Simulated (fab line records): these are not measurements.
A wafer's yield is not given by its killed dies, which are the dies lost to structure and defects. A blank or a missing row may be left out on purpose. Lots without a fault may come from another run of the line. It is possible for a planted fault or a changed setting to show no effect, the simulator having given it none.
fab line records	flow n5Finfet
record lots=7	wafers=39
route steps=1938 shown SPACER0@259 SD_EPI_N@288 MOL_CONTACT_COAG@559 BEOL_M2@890 BEOL_M7@1263
startH: hours from the record's first day to the start of the lot's first wafer shown	waitH: hours from the lot's prior step to this one	" repeats the value in the row above	L1.1+2: one row covering several wafers at once	- no value present, or no start provided	* or withheld: withheld	< > ~ a bound
route shown NAME@n: NAME is a module with steps in the file, n the number in the route of the first one	usual: average and standard deviation across the fault-free wafers	same: alike in all rows	chamber/n: place in a boat	sites: the reading at each site	_std_site: their standard deviation	_edge_site: inner sites' mean taken away from outer sites' mean	radiusMm: for every site, how far away it sits from the centre of the wafer	mask NAME#n: copy n	behind: the tool/chamber that last shaped the wafer	hold: the reason the lot was held/the length of the hold in hours/how it ended	device: the transistor (n, p or np) that didn't switch	end of line: the tests these same wafers got at the end of their route	where a step has no rows: the recipe by itself	killed: at the first sort, the dies lost to defects and structure; wafer yield is something else	map: shows each die of a wafer: x if killed, . if not, _ if none is there
set.NAME: the run value of the setting; set.NAME@STEP: its run value at that earlier step	model.NAME: the simulator's own value behind a step, which no gauge read
lots with deliberately changed settings; one table per step, one row per wafer
## steps
# step N5_SPACER0_ALD_00
# recipe material=SiOCN	targetThkA=35	tempC=400	aldPrecursorFamily=alkyl-aminosilane	aldCoReactant=O2/N2-plasma	pulseTimeS=3	purgeTimeS=2	coReactantPurgeTimeS=2	aldCycles=58	pressureTorr=2
lot.wafer	tool	chamber	startH	waitH	set.aldCycles	model.SiOCN_of_SPACER0_ALD_00.thkNm
L075.1+3+4	aldSin-04	2,1,0	57.79	0.1	58	3.6
L075.2+5+6	"	3,3,0	"	"	82	5
L079.1	aldSin-02	3	77.53	0.1	58	3.4
L079.2+5	"	0,3	"	"	58	3.6
L079.3+4+6	"	1,2,2	"	"	44	2.6
L085.1+4+6	aldSin-04	1,0,1	115.63	0.1	86	5.2
L085.2+3+5	"	3,2,2	"	"	58	3.4
L087.1+3	aldSin-04	0,1	127.48	0.1	58	3.6
L087.2+4+5	"	2,3,3	"	"	33	2
L087.6	"	2	"	"	58	3.4
L090.1+2+4+5	aldSin-04	2,1,3,2	145.13	0.1	58	3.4
L090.3+6	"	0,3	"	"	58	3.6
L095.1+5+6	aldSin-03	3,2,1	173.47	0.1	58	3.6
L095.2+3+4	"	1,2,0	"	"	86	5.2
L097.1+3+6	aldSin-02	2,0,0	186.23	0.1	58	3.6
# step N5_SD_EPI_N_EPI_21
# recipe material=Si:P	dopant=P	tempC=680	pressureTorr=255	timeS=690
lot.wafer	tool	chamber	startH	waitH	set.timeS	model.Si-P_of_SD_EPI_N_EPI_21.thkNm
L075.1+4+6	epiRpcvd-02	0	60.37	0.1	690	58.8
L075.2+3	"	0	"	"	690	59.2
L075.5	"	0	"	"	690	58.6
L079.1+6	epiRpcvd-02	0	80.52	0.2	690	59
L079.2	"	0	"	"	870.8	69.8
L079.3	"	0	"	"	870.8	69.6
L079.4	"	0	"	"	870.8	70
L079.5	"	0	"	"	690	58.8
L085.1	epiRpcvd-01	0	118.26	0.2	1044	81
L085.2+3	"	0	"	"	690	59.8
L085.4	"	0	"	"	690	60
L085.5	"	0	"	"	1044	79
L085.6	"	0	"	"	1044	80.4
L087.1	epiRpcvd-01	0	130.43	0.1	859	69.2
L087.2	"	0	"	"	690	59
L087.3+4	"	0	"	"	690	59.8
L087.5	"	0	"	"	859	69.6
L087.6	"	0	"	"	859	69
L090.1+6	epiRpcvd-01	0	147.89	0.2	690	59.6
L090.2+5	"	0	"	"	841.2	67.8
L090.3	"	0	"	"	690	58.6
L090.4	"	0	"	"	841.2	67.2
L095.1+3	epiRpcvd-04	0	176.03	0.1	690	59.4
L095.2+5	"	0	"	"	479.1	44.6
L095.4	"	0	"	"	690	58.8
L095.6	"	0	"	"	479.1	44.4
L097.1	epiRpcvd-01	0	188.79	0.1	690	57.8
L097.3	"	0	"	"	690	58.6
L097.6	"	0	"	"	690	58.2
# step N5_SD_EPI_N_EPI_MEAS_23
# recipe mode=xrd
# usual thkNm=58.9/1.2
lot.wafer	tool	chamber	startH	waitH	set.timeS@SD_EPI_N_EPI_21	thkNm
L075.1	filmMetro-02	-	62.09	1.4	690	59.3
L075.2	"	-	"	"	690	60.7
L075.3	"	-	"	"	690	59.3
L075.4	"	-	"	"	690	59.5
L075.5	"	-	"	"	690	59.1
L075.6	"	-	"	"	690	58.6
L079.1	filmMetro-02	-	82.79	1.9	690	59.5
L079.2	"	-	"	"	870.8	71.5
L079.3	"	-	"	"	870.8	69.0
L079.4	"	-	"	"	870.8	69.0
L079.5	"	-	"	"	690	58.2
L079.6	"	-	"	"	690	56.9
L085.1	filmMetro-01	-	120.54	1.9	1044	80.7
L085.2	"	-	"	"	690	60.9
L085.3	"	-	"	"	690	60.1
L085.4	"	-	"	"	690	59.9
L085.5	"	-	"	"	1044	77.8
L085.6	"	-	"	"	1044	79.9
L087.1	filmMetro-01	-	132.14	1.4	859	69.1
L087.2	"	-	"	"	690	58.2
L087.3	"	-	"	"	690	60.9
L087.4	"	-	"	"	690	60.3
L087.5	"	-	"	"	859	70.8
L087.6	"	-	"	"	859	67.7
L090.1	filmMetro-01	-	149.60	1.4	690	58.6
L090.2	"	-	"	"	841.2	67.9
L090.3	"	-	"	"	690	58.8
L090.4	"	-	"	"	841.2	68.1
L090.5	"	-	"	"	841.2	68.6
L090.6	"	-	"	"	690	59.2
L095.1	filmMetro-01	-	177.75	1.4	690	57.6
L095.2	"	-	"	"	479.1	43.8
L095.3	"	-	"	"	690	59.4
L095.4	"	-	"	"	690	57.8
L095.5	"	-	"	"	479.1	45.7
L095.6	"	-	"	"	479.1	45.4
L097.1	filmMetro-02	-	190.51	1.4	690	57.9
L097.3	"	-	"	"	690	58.8
L097.6	"	-	"	"	690	59.1
# step N5_MOL_CONTACT_COAG_ALD_27
# recipe material=SiOC	targetThkA=170	tempC=400	aldPrecursorFamily=carbosiloxane	aldCoReactant=H2-plasma	pulseTimeS=1.5	timeS=2720	purgeTimeS=2	coReactantPurgeTimeS=2	aldCycles=340	pressureTorr=2
lot.wafer	tool	chamber	startH	waitH	set.aldCycles	model.SiOC_of_MOL_CONTACT_COAG_ALD_27.thkNm
L075.1+2+3+4+5+6	aldSin-02	0,3,1,2,0,3	103.50	0.3	340	17
L079.1	aldSin-01	2	129.74	0.0	340	17.2
L079.2+4	"	3,1	"	"	340	17
L079.3+5+6	"	0,1,0	"	"	340	16.8
L085.1+3	aldSin-02	0,1	165.78	0.0	523	26.2
L085.2+5	"	3,1	"	"	340	17
L085.4	"	2	"	"	340	17.2
L085.6	"	2	"	"	523	26.4
L087.1+2+3+5+6	aldSin-03	3,0,1,2,1	176.96	0.1	340	17
L087.4	"	2	"	"	340	17.2
L090.1+4+6	aldSin-03	1,3,1	192.40	0.0	251	12.6
L090.2+3+5	"	0,2,2	"	"	340	17
L095.1	aldSin-02	1	223.10	0.3	422	21
L095.2+4	"	2,0	"	"	422	21.2
L095.3+6	"	3,1	"	"	340	17
L095.5	"	0	"	"	340	17.2
L097.1	aldSin-01	1	231.71	0.0	340	16.8
L097.3+6	"	2,1	"	"	340	17
# step N5_MOL_CONTACT_COAG_ALD_133
# recipe material=SiO2	targetThkA=50	tempC=100	aldPrecursorFamily=BDEAS	aldCoReactant=O2-plasma	pulseTimeS=1	coReactantPulseTimeS=1	purgeTimeS=2	coReactantPurgeTimeS=2	aldCycles=35	pressureTorr=2
lot.wafer	tool	chamber	startH	waitH	set.aldCycles	model.SiO2_of_MOL_CONTACT_COAG_ALD_133.thkNm
L075.1+2+3	aldSin-03	3,2,1	109.54	0.1	56	8
L075.4+5+6	"	0,2,3	"	"	35	5
L079.1+3+5	aldSin-03	3,2,0	134.79	0.1	35	5
L079.2+4+6	"	0,1,3	"	"	45	6.4
L085.1+2+3+4+5+6	aldSin-02	1,0,2,3,3,0	171.41	0.1	35	5
L087.1+2+6	aldSin-01	0,2,2	181.92	0.1	35	5
L087.3+5	"	1	"	"	26	3.8
L087.4	"	3	"	"	26	3.6
L090.1+2+3	aldSin-02	2,1,3	197.46	0.1	35	5
L090.4+5+6	"	0,2,1	"	"	25	3.6
L095.1+4+6	aldSin-03	2,1,2	227.82	0.1	35	5
L095.2+3+5	"	0,3,1	"	"	43	6.2
L097.1+3+6	aldSin-01	3,2,0	236.72	0.1	35	5
# step N5_BEOL_M2_TRENCH_ETCH_37
# recipe chemistry=C4F6/O2	targetDepthA=555.55	target=SiOC	timeS=29.2	ionEnergyEv=250	pressureMtorr=30	sourceW=355	biasW=185	Ar_flow_sccm=300	C4F6_flow_sccm=10	O2_flow_sccm=10
lot.wafer	tool	chamber	startH	waitH	set.targetDepthA	model.etch.depthNm	model.BEOL_M2.featureDepthNm	model.TiN_of_BEOL_M2_HM_DEP_02.thkNm
L075.1	rieDiel-04	0	-	-	555.55	55.56	55.6	17.6
L075.2	"	3	"	"	880.7	89.44	89.4	16.2
L075.3	"	1	"	"	880.7	88.24	88.2	16.2
L075.4	"	0	"	"	880.7	88.09	88	16.6
L075.5	"	3	"	"	555.55	56.31	56.4	17.6
L075.6	"	1	"	"	555.55	55.49	55.4	17.6
L079.1	rieDiel-05	2	-	-	555.55	56.24	56.2	17.2
L079.2	"	1	"	"	555.55	56.18	56.2	17
L079.3	"	0	"	"	555.55	54.44	54.4	17.2
L079.4	"	3	"	"	555.55	56.6	56.6	17.2
L079.5	"	1	"	"	555.55	56.43	56.4	17.2
L079.6	"	2	"	"	555.55	55.92	56	17.2
L085.1	rieDiel-05	2	-	-	555.55	56.06	56	17.4
L085.2	"	1	"	"	430.7	43.75	43.8	18
L085.3	"	0	"	"	555.55	54.92	55	17.8
L085.4	"	3	"	"	555.55	56.85	56.8	17.4
L085.5	"	1	"	"	430.7	43.47	43.4	18.2
L085.6	"	2	"	"	430.7	43.66	43.6	18.2
L087.1	rieDiel-04	2	-	-	392	38.16	38.2	18.2
L087.2	"	0	"	"	555.55	55.8	55.8	17.6
L087.3	"	1	"	"	392	39.24	39.2	18.2
L087.4	"	3	"	"	555.55	56.7	56.8	17.6
L087.5	"	0	"	"	392	39.48	39.4	18.4
L087.6	"	3	"	"	555.55	55.77	55.8	17.6
L090.1	rieDiel-04	1	-	-	555.55	56.06	56	17.6
L090.2	"	0	"	"	555.55	55.73	55.8	17.6
L090.3	"	2	"	"	555.55	53.72	53.8	17.8
L090.4	"	3	"	"	555.55	56.62	56.6	17.6
L090.5	"	1	"	"	555.55	56.21	56.2	17.4
L090.6	"	0	"	"	555.55	55.76	55.8	17.8
L095.1	rieDiel-04	0	-	-	821.9	82.18	82.2	16.6
L095.2	"	2	"	"	555.55	53.62	53.6	17.6
L095.3	"	1	"	"	821.9	81.8	81.8	16.8
L095.4	"	2	"	"	555.55	54.07	54	17.8
L095.5	"	1	"	"	555.55	55.18	55.2	17.8
L095.6	"	0	"	"	821.9	81.91	82	16.8
L097.1	rieDiel-06	1	-	-	555.55	55.76	55.8	17.8
L097.3	"	3	"	"	555.55	56.92	57	18.2
L097.6	"	0	"	"	555.55	56.06	56	17.6
# step N5_BEOL_M2_ETCH_41
# recipe chemistry=CH3F/O2	target=SiCN	targetDepthA=299	taperDeg=2	timeS=52.5	ionEnergyEv=120	maskMaterial=TiN	pressureMtorr=30	sourceW=395	biasW=75	Ar_flow_sccm=150	CH3F_flow_sccm=30	O2_flow_sccm=20
# step N5_BEOL_M2_STRIP_97
# recipe chemistry=N2/H2	timeS=10	powerW=450	tempC=40	pressureMtorr=20	rfFrequencyHz=6e+07	biasPowerW=7	n2FlowSccm=200	h2FlowSccm=200
# step N5_BEOL_M2_OCD_MEAS_38
# usual trenchDepthNm=55.6/1.1
lot.wafer	tool	chamber	startH	waitH	set.targetDepthA@BEOL_M2_TRENCH_ETCH_37	trenchDepthNm
L075.1	ocd-01	-	142.92	-	555.55	55.3
L075.2	"	-	"	"	880.7	89.6
L075.3	"	-	"	"	880.7	88.9
L075.4	"	-	"	"	880.7	87.6
L075.5	"	-	"	"	555.55	56.7
L075.6	"	-	"	"	555.55	55.6
L079.1	ocd-01	-	173.32	-	555.55	56.9
L079.2	"	-	"	"	555.55	56.2
L079.3	"	-	"	"	555.55	54.9
L079.4	"	-	"	"	555.55	56.8
L079.5	"	-	"	"	555.55	56.3
L079.6	"	-	"	"	555.55	55.9
L085.1	ocd-01	-	202.68	-	555.55	55.6
L085.2	"	-	"	"	430.7	42.6
L085.3	"	-	"	"	555.55	55.0
L085.4	"	-	"	"	555.55	56.9
L085.5	"	-	"	"	430.7	43.6
L085.6	"	-	"	"	430.7	43.6
L087.1	ocd-02	-	221.68	-	392	38.2
L087.2	"	-	"	"	555.55	55.8
L087.3	"	-	"	"	392	39.8
L087.4	"	-	"	"	555.55	56.8
L087.5	"	-	"	"	392	39.3
L087.6	"	-	"	"	555.55	55.5
L090.1	ocd-02	-	233.81	-	555.55	55.9
L090.2	"	-	"	"	555.55	55.9
L090.3	"	-	"	"	555.55	53.9
L090.4	"	-	"	"	555.55	56.2
L090.5	"	-	"	"	555.55	56.5
L090.6	"	-	"	"	555.55	56.0
L095.1	ocd-01	-	278.25	-	821.9	82.1
L095.2	"	-	"	"	555.55	53.3
L095.3	"	-	"	"	821.9	81.5
L095.4	"	-	"	"	555.55	53.5
L095.5	"	-	"	"	555.55	54.9
L095.6	"	-	"	"	821.9	82.2
L097.1	ocd-02	-	285.78	-	555.55	56.0
L097.3	"	-	"	"	555.55	56.9
L097.6	"	-	"	"	555.55	56.2
# step N5_BEOL_M2_HM_STRIP_39
# recipe chemistry=peroxideTinStrip	material=TiN	targetDepthA=250	tempC=50	timeS=158
# step N5_BEOL_M2_SRD_40
# recipe timeS=30	tempC=23	rinseLiquid=diw	dry=ipaMarangoni
# step N5_BEOL_M2_ECD_50
# recipe material=Cu	targetThkA=3000
# step N5_BEOL_M2_ANNEAL_51
# recipe tempC=225	timeS=90	ambient=N2
# step N5_BEOL_M2_CMP_52
# recipe stopOn=SiOC	tOverpolishS=6.8	downForcePsi=1	platenRpm=50	clearingPlatenDownForcePsi=1.5	clearingPlatenRpm=50	postCmpClean=cuAlkaline	targetThkNm=40	clearingPlatenPadVelocityMS=0.99484	padVelocityMS=0.99484
lot.wafer	tool	chamber	startH	waitH	set.targetDepthA@BEOL_M2_TRENCH_ETCH_37	model.Cu_of_BEOL_M2_ECD_50.thkNm
L075.2	cmp-04	1	146.47	0.4	880.7	72.8
L075.1	"	2	"	"	555.55	40.2
L075.4	"	3	"	"	880.7	72
L075.3	"	0	"	"	880.7	71.2
L075.6	"	1	"	"	555.55	39.6
L075.5	"	2	"	"	555.55	40.6
L079.1	cmp-02	1	178.18	0.3	555.55	41.2
L079.2	"	2	"	"	555.55	39.6
L079.4	"	3	"	"	555.55	40.2
L079.3	"	0	"	"	555.55	38.4
L079.5	"	1	"	"	555.55	41.8
L079.6	"	2	"	"	555.55	40.4
L085.4	cmp-01	1	206.56	0.1	555.55	41.6
L085.3	"	2	"	"	555.55	39.8
L085.1	"	3	"	"	555.55	39
L085.2	"	0	"	"	430.7	28.2
L085.5	"	1	"	"	430.7	28.6
L085.6	"	2	"	"	430.7	29
L087.4	cmp-02	1	225.58	0.1	555.55	41.4
L087.1	"	2	"	"	392	22.6
L087.2	"	3	"	"	555.55	39
L087.3	"	0	"	"	392	24.6
L087.6	"	1	"	"	555.55	40
L087.5	"	2	"	"	392	21.2
L090.4	cmp-04	2	238.63	0.1	555.55	40.6
L090.3	"	3	"	"	555.55	38.6
L090.1	"	0	"	"	555.55	39.6
L090.2	"	1	"	"	555.55	40
L090.5+6	"	2,3	"	"	555.55	40.8
L095.2	cmp-02	1	282.22	0.2	555.55	39.2
L095.1	"	2	"	"	821.9	67
L095.4	"	3	"	"	555.55	37.2
L095.3	"	0	"	"	821.9	67.6
L095.5	"	1	"	"	555.55	41.2
L095.6	"	2	"	"	821.9	67.8
L097.3+6	cmp-01	2	290.07	0.2	555.55	43.2
L097.1	"	3	"	"	555.55	39
# step N5_BEOL_M2_THK_MEAS_53
# recipe thkMeasGauge=xrf	reads=Cu_of_BEOL_M2_ECD_50
# usual M2_THK=40.5/1.5
lot.wafer	tool	chamber	startH	waitH	set.targetDepthA@BEOL_M2_TRENCH_ETCH_37	M2_THK[nm]
L075.1	filmMetro-02	-	146.76	-	555.55	40.7
L075.2	"	-	"	"	880.7	73.3
L075.3	"	-	"	"	880.7	72.0
L075.4	"	-	"	"	880.7	72.5
L075.5	"	-	"	"	555.55	41.0
L075.6	"	-	"	"	555.55	39.9
L079.1	filmMetro-01	-	178.47	-	555.55	41.8
L079.2	"	-	"	"	555.55	40.4
L079.3	"	-	"	"	555.55	39.1
L079.4	"	-	"	"	555.55	41.0
L079.5	"	-	"	"	555.55	42.4
L079.6	"	-	"	"	555.55	41.2
L085.1	filmMetro-02	-	206.85	-	555.55	39.4
L085.2	"	-	"	"	430.7	28.7
L085.3	"	-	"	"	555.55	40.3
L085.4	"	-	"	"	555.55	42.1
L085.5	"	-	"	"	430.7	28.7
L085.6	"	-	"	"	430.7	29.4
L087.1	filmMetro-02	-	225.87	-	392	23.0
L087.2	"	-	"	"	555.55	39.7
L087.3	"	-	"	"	392	24.9
L087.4	"	-	"	"	555.55	42.0
L087.5	"	-	"	"	392	21.8
L087.6	"	-	"	"	555.55	40.7
L090.1	filmMetro-01	-	238.92	-	555.55	40.3
L090.2	"	-	"	"	555.55	40.8
L090.3	"	-	"	"	555.55	39.2
L090.4	"	-	"	"	555.55	41.3
L090.5	"	-	"	"	555.55	41.3
L090.6	"	-	"	"	555.55	41.1
L095.1	filmMetro-02	-	282.52	-	821.9	67.9
L095.2	"	-	"	"	555.55	39.7
L095.3	"	-	"	"	821.9	68.2
L095.4	"	-	"	"	555.55	37.7
L095.5	"	-	"	"	555.55	41.8
L095.6	"	-	"	"	821.9	68.9
L097.1	filmMetro-01	-	290.37	-	555.55	39.5
L097.3	"	-	"	"	555.55	43.6
L097.6	"	-	"	"	555.55	44.1
# step N5_BEOL_M7_ILD_DEP_00
# recipe material=SiCOH_lowk	targetThkA=1797.5	tempC=300	precursor=DEMS/porogen	pressureTorr=5	rfW=500	timeS=33.4
lot.wafer	tool	chamber	startH	waitH	set.timeS	model.SiCOH_lowk_of_BEOL_M7_ILD_DEP_00.thkNm
L075.1	pecvd-03	1	197.60	0.0	33.4	180.6
L075.2	"	2	"	"	25.44	136.6
L075.3	"	0	"	"	25.44	136.8
L075.4	"	1	"	"	33.4	181.2
L075.5	"	0	"	"	25.44	139.6
L075.6	"	2	"	"	33.4	182.2
L079.1	pecvd-02	0	225.02	0.0	33.4	174.8
L079.2	"	1	"	"	33.4	178
L079.3	"	2	"	"	33.4	178.4
L079.4	"	0	"	"	33.4	179.6
L079.5	"	2	"	"	33.4	181
L079.6	"	1	"	"	33.4	179.2
L085.1	pecvd-04	1	265.93	0.0	33.4	178
L085.2	"	2	"	"	18.56	99.2
L085.3	"	0	"	"	18.56	100.4
L085.4	"	2	"	"	33.4	177.8
L085.5	"	1	"	"	33.4	180.8
L085.6	"	0	"	"	18.56	102
L087.1	pecvd-02	0	268.39	0.0	33.4	178.8
L087.2	"	2	"	"	33.4	180.2
L087.3	"	1	"	"	33.4	178.2
L087.4	"	1	"	"	33.4	179.8
L087.5	"	2	"	"	33.4	180.6
L087.6	"	0	"	"	33.4	180.8
L090.1	pecvd-02	0	285.79	0.0	33.4	177.4
L090.2	"	1	"	"	33.4	179.4
L090.3	"	2	"	"	33.4	178.8
L090.4	"	2	"	"	33.4	181.2
L090.5	"	1	"	"	33.4	181.4
L090.6	"	0	"	"	33.4	179.8
L095.1	pecvd-02	1	330.15	0.0	22.97	123.4
L095.2	"	0	"	"	33.4	178.4
L095.3	"	2	"	"	33.4	179.8
L095.4	"	1	"	"	22.97	126.8
L095.5	"	0	"	"	22.97	125
L095.6	"	2	"	"	33.4	179.2
L097.1	pecvd-02	1	332.80	0.0	33.4	178
L097.3	"	0	"	"	33.4	179
L097.6	"	0	"	"	33.4	179.8
# step N5_BEOL_M7_CURE_74
# recipe tempC=385	timeS=240	ambient=He/Ar	material=SiCOH_lowk
lot.wafer	tool	chamber	startH	waitH	set.timeS@BEOL_M7_ILD_DEP_00	model.SiCOH_lowk_of_BEOL_M7_ILD_DEP_00.thkNm
L075.1	uvCure-02	1	197.78	0.2	33.4	155.8
L075.2	"	1	"	"	25.44	117.4
L075.3	"	1	"	"	25.44	117.6
L075.4	"	1	"	"	33.4	156.4
L075.5	"	1	"	"	25.44	120.2
L075.6	"	1	"	"	33.4	157.2
L079.1	uvCure-03	2	225.24	0.2	33.4	150.6
L079.2	"	2	"	"	33.4	153.4
L079.3	"	2	"	"	33.4	153.8
L079.4	"	2	"	"	33.4	154.8
L079.5	"	2	"	"	33.4	156.2
L079.6	"	2	"	"	33.4	154.4
L085.1+4	uvCure-02	2	266.23	0.3	33.4	153.4
L085.2	"	2	"	"	18.56	85
L085.3	"	2	"	"	18.56	86.2
L085.5	"	2	"	"	33.4	156
L085.6	"	2	"	"	18.56	87.6
L087.1	uvCure-01	0	268.46	0.0	33.4	154.2
L087.2	"	0	"	"	33.4	155.4
L087.3	"	0	"	"	33.4	153.6
L087.4	"	0	"	"	33.4	155
L087.5	"	0	"	"	33.4	155.8
L087.6	"	0	"	"	33.4	156
L090.1	uvCure-02	2	286.02	0.2	33.4	153
L090.2	"	2	"	"	33.4	154.6
L090.3	"	2	"	"	33.4	154.2
L090.4	"	2	"	"	33.4	156.2
L090.5	"	2	"	"	33.4	156.4
L090.6	"	2	"	"	33.4	155
L095.1	uvCure-03	1	330.21	0.0	22.97	106.2
L095.2	"	1	"	"	33.4	153.8
L095.3	"	1	"	"	33.4	155.2
L095.4	"	1	"	"	22.97	109
L095.5	"	1	"	"	22.97	107.4
L095.6	"	1	"	"	33.4	154.6
L097.1	uvCure-01	1	332.86	0.0	33.4	153.6
L097.3	"	1	"	"	33.4	154.4
L097.6	"	1	"	"	33.4	155
# step N5_BEOL_M7_THK_MEAS_01
# recipe reads=SiCOH_lowk_of_BEOL_M7_ILD_DEP_00
# usual M7_ILD_THK=155.0/1.8
lot.wafer	tool	chamber	startH	waitH	set.timeS@BEOL_M7_ILD_DEP_00	M7_ILD_THK[nm]
L075.1	filmMetro-01	-	198.30	0.4	33.4	155.7
L075.2	"	-	"	"	25.44	117.5
L075.3	"	-	"	"	25.44	117.6
L075.4	"	-	"	"	33.4	156.4
L075.5	"	-	"	"	25.44	120.1
L075.6	"	-	"	"	33.4	157.1
L079.1	filmMetro-01	-	225.75	0.4	33.4	150.6
L079.2	"	-	"	"	33.4	153.2
L079.3	"	-	"	"	33.4	153.7
L079.4	"	-	"	"	33.4	154.9
L079.5	"	-	"	"	33.4	156.1
L079.6	"	-	"	"	33.4	154.5
L085.1	filmMetro-02	-	266.74	0.4	33.4	153.4
L085.2	"	-	"	"	18.56	85.0
L085.3	"	-	"	"	18.56	86.1
L085.4	"	-	"	"	33.4	153.4
L085.5	"	-	"	"	33.4	156.0
L085.6	"	-	"	"	18.56	87.6
L087.1	filmMetro-02	-	269.45	0.8	33.4	154.2
L087.2	"	-	"	"	33.4	155.4
L087.3	"	-	"	"	33.4	153.8
L087.4	"	-	"	"	33.4	154.9
L087.5	"	-	"	"	33.4	155.7
L087.6	"	-	"	"	33.4	156.0
L090.1	filmMetro-02	-	286.53	0.4	33.4	152.9
L090.2	"	-	"	"	33.4	154.7
L090.3	"	-	"	"	33.4	154.2
L090.4	"	-	"	"	33.4	156.3
L090.5	"	-	"	"	33.4	156.3
L090.6	"	-	"	"	33.4	155.0
L095.1	filmMetro-01	-	330.73	0.4	22.97	106.1
L095.2	"	-	"	"	33.4	153.8
L095.3	"	-	"	"	33.4	155.1
L095.4	"	-	"	"	22.97	109.1
L095.5	"	-	"	"	22.97	107.4
L095.6	"	-	"	"	33.4	154.6
L097.1	filmMetro-01	-	333.86	0.8	33.4	153.5
L097.3	"	-	"	"	33.4	154.4
L097.6	"	-	"	"	33.4	155.2
## key
split step=N5_SPACER0_ALD_00	setting=aldCycles	stated=58	by=wafer
response step=N5_SPACER0_ALD_00	reading=model.SiOCN_of_SPACER0_ALD_00.thkNm	change=+0.0352	per=1%	r=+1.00
split step=N5_SD_EPI_N_EPI_21	setting=timeS	stated=690	by=wafer
response step=N5_SD_EPI_N_EPI_21	reading=model.Si-P_of_SD_EPI_N_EPI_21.thkNm	change=+0.411	per=1%	r=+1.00
response step=N5_SD_EPI_N_EPI_MEAS_23	reading=thkNm	change=*	per=1%	r=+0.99
split step=N5_MOL_CONTACT_COAG_ALD_27	setting=aldCycles	stated=340	by=wafer
response step=N5_MOL_CONTACT_COAG_ALD_27	reading=model.SiOC_of_MOL_CONTACT_COAG_ALD_27.thkNm	change=+0.17	per=1%	r=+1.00
split step=N5_MOL_CONTACT_COAG_ALD_133	setting=aldCycles	stated=35	by=wafer
response step=N5_MOL_CONTACT_COAG_ALD_133	reading=model.SiO2_of_MOL_CONTACT_COAG_ALD_133.thkNm	change=+0.0499	per=1%	r=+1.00
split step=N5_BEOL_M2_TRENCH_ETCH_37	setting=targetDepthA	stated=555.55	by=wafer
response step=N5_BEOL_M2_TRENCH_ETCH_37	reading=model.etch.depthNm	change=+0.568	per=1%	r=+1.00
response step=N5_BEOL_M2_TRENCH_ETCH_37	reading=model.BEOL_M2.featureDepthNm	change=+0.568	per=1%	r=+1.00
response step=N5_BEOL_M2_TRENCH_ETCH_37	reading=model.TiN_of_BEOL_M2_HM_DEP_02.thkNm	change=-0.0219	per=1%	r=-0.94
response step=N5_BEOL_M2_OCD_MEAS_38	reading=trenchDepthNm	change=+0.57	per=1%	r=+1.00
response step=N5_BEOL_M2_CMP_52	reading=model.Cu_of_BEOL_M2_ECD_50.thkNm	change=+0.562	per=1%	r=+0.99
response step=N5_BEOL_M2_THK_MEAS_53	reading=M2_THK	change=+0.568	per=1%	r=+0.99
split step=N5_BEOL_M7_ILD_DEP_00	setting=timeS	stated=33.4	by=wafer
response step=N5_BEOL_M7_ILD_DEP_00	reading=model.SiCOH_lowk_of_BEOL_M7_ILD_DEP_00.thkNm	change=+1.77	per=1%	r=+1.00
response step=N5_BEOL_M7_CURE_74	reading=model.SiCOH_lowk_of_BEOL_M7_ILD_DEP_00.thkNm	change=+1.53	per=1%	r=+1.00
response step=N5_BEOL_M7_THK_MEAS_01	reading=M7_ILD_THK	change=+1.53	per=1%	r=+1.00
